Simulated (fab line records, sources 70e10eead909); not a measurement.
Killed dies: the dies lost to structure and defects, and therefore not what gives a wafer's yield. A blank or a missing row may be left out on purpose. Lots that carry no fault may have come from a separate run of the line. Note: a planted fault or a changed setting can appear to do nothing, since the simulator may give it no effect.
A lot that was struck, set against a sound lot | flow nand harc | 14 steps out of a route of 1302
Sound: wafers L428.1, L428.5, L428.6. Struck: wafer L419.6 (L419.1, L419.2, from the same lot, were not struck and are left out); the cause is given at the end.
For every step that has rows: the tool of each side, followed by ch and its chambers, followed by its first start. Under that, the readings that differ: sound wafers | struck wafers | difference of the means | sigmas: that difference in standard deviations of wafers without a fault.
alike: readings whose means differ by less than 2 such deviations, and words and numbers that are the same on both sides. not compared: withheld readings, readings that some wafer has no value for, bounds like >300 that may hide the same value, and numbers for which the record gives no deviation and whose values overlap.
Wherever a step has rows on one side only, a row that says differs or no value, or a row with sigmas, the two part there. When numbers do not overlap yet have no deviation, they are printed without sigmas and do not part them. Lack of a reading on every wafer of one side parts them only where that side has two or more wafers.

first, 7 steps without rows for these wafers: NHARC_A_STAIRCASE_COAT_03; NHARC_A_STAIRCASE_SOFTBAKE_04 (time 170 s); NHARC_A_STAIRCASE_EBR_05; NHARC_A_STAIRCASE_EXPOSE_06 (exposes mask STAIR); NHARC_A_STAIRCASE_PEB_07 (peb time 130 s); NHARC_A_STAIRCASE_DEVELOP_08 (time 140 s); NHARC_A_STAIRCASE_HARDBAKE_10 (time 140 s).
NHARC_A_STAIRCASE_DESCUM_11: chemistry O2, time 3 s.
  sound on rie diel-05 ch 0,1,2, day 23 23:20; struck on rie diel-05 ch 2, day 20 17:11
  reading                | sound                | struck | difference | sigmas
  throttle valve pct (%) | 11.298 11.305 11.315 | 11.330 | +0.024     | +3
  alike: drypump motor current A, o2 flow sccm, oes product au, rf vpp V, showerhead plenum p Torr
  not compared: rf hours counter h
NHARC_A_STAIRCASE_TRIM_12: chemistry O2, time 211.2 s.
  sound on rie diel-05 ch 1,2, day 23 23:52; struck on rie diel-05 ch 2, day 20 17:17
  alike: drypump motor current A, o2 flow sccm, oes product au, rf vpp V, showerhead plenum p Torr, throttle valve pct
  not compared: rf hours counter h
NHARC_A_STAIRCASE_ETCH_13: etches the open film in C4F8/O2, target depth 100 nm, time 40.5 s.
  sound on rie diel-05 ch 0,3; struck on rie diel-05 ch 2
  alike: oes product au, rf vpp V
  not compared: rf hours counter h
NHARC_A_STAIRCASE_TRIM_14: chemistry O2, time 211.2 s.
  sound on rie diel-05 ch 0,3; struck on rie diel-05 ch 2
  alike: drypump motor current A, o2 flow sccm, oes product au, rf vpp V, showerhead plenum p Torr, throttle valve pct
  not compared: rf hours counter h
NHARC_A_STAIRCASE_ETCH_15: etches the open film in C4F8/O2, target depth 100 nm, time 40.5 s.
  sound on rie diel-05 ch 1,2,3, day 24 00:22; struck on rie diel-05 ch 2, day 20 17:40
  reading               | sound             | struck | difference | sigmas
  oes product au (a.u.) | 0.966 0.929 0.940 | 0.814  | -0.131     | -8
  alike: rf vpp V
  not compared: rf hours counter h
NHARC_A_STAIRCASE_TRIM_16: chemistry O2, time 211.2 s.
  sound on rie diel-05 ch 0,1,2; struck on rie diel-05 ch 0
  alike: drypump motor current A, o2 flow sccm, oes product au, rf vpp V, showerhead plenum p Torr, throttle valve pct
  not compared: rf hours counter h
-- break in the record here, with 9 days between the starts of the struck wafers on either side (left off in module A_STAIRCASE, picked up again in module END, where the first step shown is number 1302 on the route) --
NHARC_END_SORT_01:
  here the record holds rows for the struck wafers (prober-01 ch 0, day 29 12:22) but none for the sound ones

== WHERE THEY PART ==
First at NHARC_A_STAIRCASE_DESCUM_11; last, within this record, at NHARC_END_SORT_01.

WHY: whatever the simulator had introduced
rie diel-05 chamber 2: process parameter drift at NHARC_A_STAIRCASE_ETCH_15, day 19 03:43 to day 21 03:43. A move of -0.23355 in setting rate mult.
